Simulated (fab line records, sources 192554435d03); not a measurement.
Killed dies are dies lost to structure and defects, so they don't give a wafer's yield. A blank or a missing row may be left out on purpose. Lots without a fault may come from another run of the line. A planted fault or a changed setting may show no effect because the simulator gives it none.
Split-lot experiment | flow n5_finfet | 7 lots, 21 wafers read, on a route of 1938 steps

THE SPLIT
At N5_BEOL_M5_COAT_22 (resist thk 30 nm), the setting spin_rpm was moved away from the recipe's 1500 rpm on 4 of the 21 wafers read, by -9.5% to +10.7%. The other wafers ran this setting at the recipe's value.

FROM THE SPLIT TO THE READING: what the file shows between them, 2 steps
- N5_BEOL_M5_EXPOSE_25: exposes mask V4, defocus 10 nm (also split here: dose_mj)
- N5_BEOL_M5_PEB_26: peb time 60 s

THE READING
CAR-EUV_of_BEOL_M5_COAT_22.thk_nm (the simulator's own value, which no gauge read), in nm, at N5_BEOL_M5_DEVELOP_27 (develop time 30 s). The file gives no usual value for it. The 17 wafers here that ran the recipe average 29.6 nm, standard deviation 0.094 nm.

wafer  | tool, chamber at the split | spin_rpm as run, rpm | against the recipe | CAR-EUV_of_BEOL_M5_COAT_22.thk_nm, nm | against lot-mates on the recipe
L080.1 | litho_track-05, 0          | 1500                 | recipe             | 29.6                                  | -
L080.5 | litho_track-05, 0          | 1500                 | recipe             | 29.6                                  | -
L080.4 | litho_track-05, 0          | 1500                 | recipe             | 29.8                                  | -
L083.1 | litho_track-03, 0          | 1500                 | recipe             | 29.6                                  | -
L083.4 | litho_track-03, 0          | 1500                 | recipe             | 29.6                                  | -
L083.5 | litho_track-03, 0          | 1500                 | recipe             | 29.6                                  | -
L085.3 | litho_track-01, 0          | 1500                 | recipe             | 29.4                                  | -
L085.5 | litho_track-01, 0          | 1659                 | +10.6%             | 28                                    | -1.5
L085.6 | litho_track-01, 0          | 1500                 | recipe             | 29.6                                  | -
L087.1 | litho_track-01, 0          | 1660                 | +10.7%             | 28.2                                  | -1.6
L087.2 | litho_track-01, 0          | 1500                 | recipe             | 29.8                                  | -
L087.6 | litho_track-01, 0          | 1500                 | recipe             | 29.8                                  | -
L088.1 | litho_track-05, 0          | 1500                 | recipe             | 29.6                                  | -
L088.2 | litho_track-05, 0          | 1500                 | recipe             | 29.6                                  | -
L088.6 | litho_track-05, 0          | 1572                 | +4.8%              | 28.8                                  | -0.8
L095.1 | litho_track-01, 0          | 1500                 | recipe             | 29.6                                  | -
L095.4 | litho_track-01, 0          | 1500                 | recipe             | 29.6                                  | -
L095.3 | litho_track-01, 0          | 1357                 | -9.5%              | 31                                    | +1.4
L096.3 | litho_track-03, 0          | 1500                 | recipe             | 29.6                                  | -
L096.5 | litho_track-03, 0          | 1500                 | recipe             | 29.6                                  | -
L096.6 | litho_track-03, 0          | 1500                 | recipe             | 29.6                                  | -

THE FIT
A straight line over all 21 wafers: CAR-EUV_of_BEOL_M5_COAT_22.thk_nm changes by -0.145 nm for each +1% of spin_rpm; r = -0.99; the points scatter about the line by 0.1 nm.
The same after taking each lot's own level away (the mean of its wafers on the recipe; 21 wafers): -0.147 nm for each +1%; r = -1.00; scatter 0.056 nm.
On that fit, the largest move of spin_rpm shifts the reading by 1.6 nm.
The lots' own levels span 29.50 to 29.80 nm, that is 3.2 times the standard deviation above.
So the lot-to-lot level changes the slope little: the two slopes agree.
Check: with one of the wafers moved furthest among these (+10.7%) left out of the fit, the line predicts -1.56 nm for it against its lot-mates. It came out at -1.6 nm against them.

OTHER SPLITS ON THESE WAFERS
These wafers also went through other splits before the reading. Each is held against what the fit with the lots' levels taken away leaves over:
other split on the same wafers    | wafers away from the commonest value | r with CAR-EUV_of_BEOL_M5_COAT_22.thk_nm (lot level and that fit taken away)
N5_BEOL_M2_ETCH_69 bias_w         | 7                                    | -0.04
N5_BEOL_M2_TRENCH_ETCH_37 bias_w  | 10                                   | +0.18
N5_BEOL_M2_SPUTTER_94 time_s      | 8                                    | -0.17
N5_BEOL_M4_COAT_67 spin_rpm       | 6                                    | -0.01
N5_BEOL_M4_EXPOSE_25 dose_mj      | 11                                   | +0.05
N5_BEOL_M5_HM_DEP_02 target_thk_a | 8                                    | +0.14
N5_BEOL_M5_COAT_60 time_s         | 6                                    | +0.35
N5_BEOL_M5_EXPOSE_25 dose_mj      | 8                                    | +0.01

THE WHOLE CHAIN: every reading that the file lists as answering this split, in the file's order
step                  | what it does      | reading                                                                            | change (the file's fit)               | r (the file's)
N5_BEOL_M5_COAT_22    | resist thk 30 nm  | CAR-EUV_of_BEOL_M5_COAT_22.thk_nm (the simulator's own value, which no gauge read) | -0.139 nm for each +1% of the setting | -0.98
N5_BEOL_M5_DEVELOP_27 | develop time 30 s | CAR-EUV_of_BEOL_M5_COAT_22.thk_nm (the simulator's own value, which no gauge read) | -0.147 nm for each +1% of the setting | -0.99

THE FILE'S OWN FIT
CAR-EUV_of_BEOL_M5_COAT_22.thk_nm changes by -0.147 nm for each +1% of spin_rpm, r = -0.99.
